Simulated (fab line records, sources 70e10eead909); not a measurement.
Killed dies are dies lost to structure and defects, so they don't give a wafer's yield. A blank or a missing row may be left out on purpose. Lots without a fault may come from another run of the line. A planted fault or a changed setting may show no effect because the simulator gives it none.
A struck lot beside a sound one | flow nand_harc | 16 steps out of a route of 1302
Sound: wafers L414.3, L414.4, L414.5. Struck: wafer L408.2. (L408.3, L408.4 of the same lot were not struck and are left out.) The cause comes at the end.
At each step with rows: each side's tool, then ch and its chambers, then its first start. Under that, the readings that differ: sound wafers | struck wafers | difference of the means | sigmas: that difference in standard deviations of wafers without a fault.
alike: readings whose means differ by less than 2 such deviations, and words and numbers that are the same on both sides. not compared: withheld readings, readings that some wafer has no value for, bounds like >300 that may hide the same value, and numbers for which the record gives no deviation and whose values overlap.
The two part at a step that has a row with sigmas, a row that says differs or no value, or rows on one side only. Numbers that don't overlap but have no deviation are shown without sigmas and don't part them. A reading that every wafer of one side lacks parts them only if that side has two wafers or more.

NHARC_A_ONON_D2_THK_MEAS_02: measures by ellipsometry.
  sound on film_metro-02, day 21 06:11; struck on film_metro-02, day 18 06:55
  alike: thk_nm
then, 1 step without rows for these wafers: NHARC_A_ONON_D2_DEP_03 (target thk 1000 nm).
NHARC_A_ONON_D2_THK_MEAS_05: measures by ellipsometry.
  sound on film_metro-02, day 21 06:44; struck on film_metro-01, day 18 07:29
  alike: thk_nm
then, 1 step without rows for these wafers: NHARC_A_ONON_D2_DEP_06 (target thk 1000 nm).
NHARC_A_ONON_D2_THK_MEAS_08: measures by ellipsometry.
  sound on film_metro-01, day 21 07:19; struck on film_metro-02, day 18 08:02
  alike: thk_nm
then, 1 step without rows for these wafers: NHARC_A_ONON_D2_DEP_09 (target thk 1000 nm).
NHARC_A_ONON_D2_THK_MEAS_11: measures by ellipsometry.
  sound on film_metro-02, day 21 07:52; struck on film_metro-02, day 18 08:37
  alike: thk_nm
then, 1 step without rows for these wafers: NHARC_A_ONON_D2_DEP_12 (target thk 1000 nm).
NHARC_A_ONON_D2_THK_MEAS_14: measures by ellipsometry.
  sound on film_metro-02, day 21 08:26; struck on film_metro-02, day 18 09:10
  alike: thk_nm
then, 2 steps without rows for these wafers: NHARC_A_ONON_D2_ANNEAL_15 (time 3600 s); NHARC_A_ONON_D2_DEP_16 (target thk 1000 nm).
NHARC_A_ONON_D2_THK_MEAS_18: measures by ellipsometry.
  sound on film_metro-02, day 21 16:12; struck on film_metro-01, day 18 16:58
  alike: thk_nm
NHARC_A_ONON_D2_DEP_19: target thk 1000 nm.
  sound on pecvd_onon-02 ch 0, day 21 16:22; struck on pecvd_onon-03 ch 0, day 18 17:04
  alike: n2o_flow_sccm
NHARC_A_ONON_D2_THK_MEAS_21: measures by ellipsometry.
  sound on film_metro-01, day 21 16:46; struck on film_metro-01, day 18 17:31
  reading     | sound          | struck | difference | sigmas
  thk_nm (nm) | 1015 1016 1013 | 1314   | +299       | +30
then, 1 step without rows for these wafers: NHARC_A_ONON_D2_DEP_22 (target thk 1000 nm).
NHARC_END_SORT_01:
  the record has rows for the sound wafers here (prober-02 ch 0, day 32 22:47) and none for the struck ones

WHERE THEY PART
First at NHARC_A_ONON_D2_THK_MEAS_21; last, within this record, at NHARC_END_SORT_01.

WHY: what the simulator had put in
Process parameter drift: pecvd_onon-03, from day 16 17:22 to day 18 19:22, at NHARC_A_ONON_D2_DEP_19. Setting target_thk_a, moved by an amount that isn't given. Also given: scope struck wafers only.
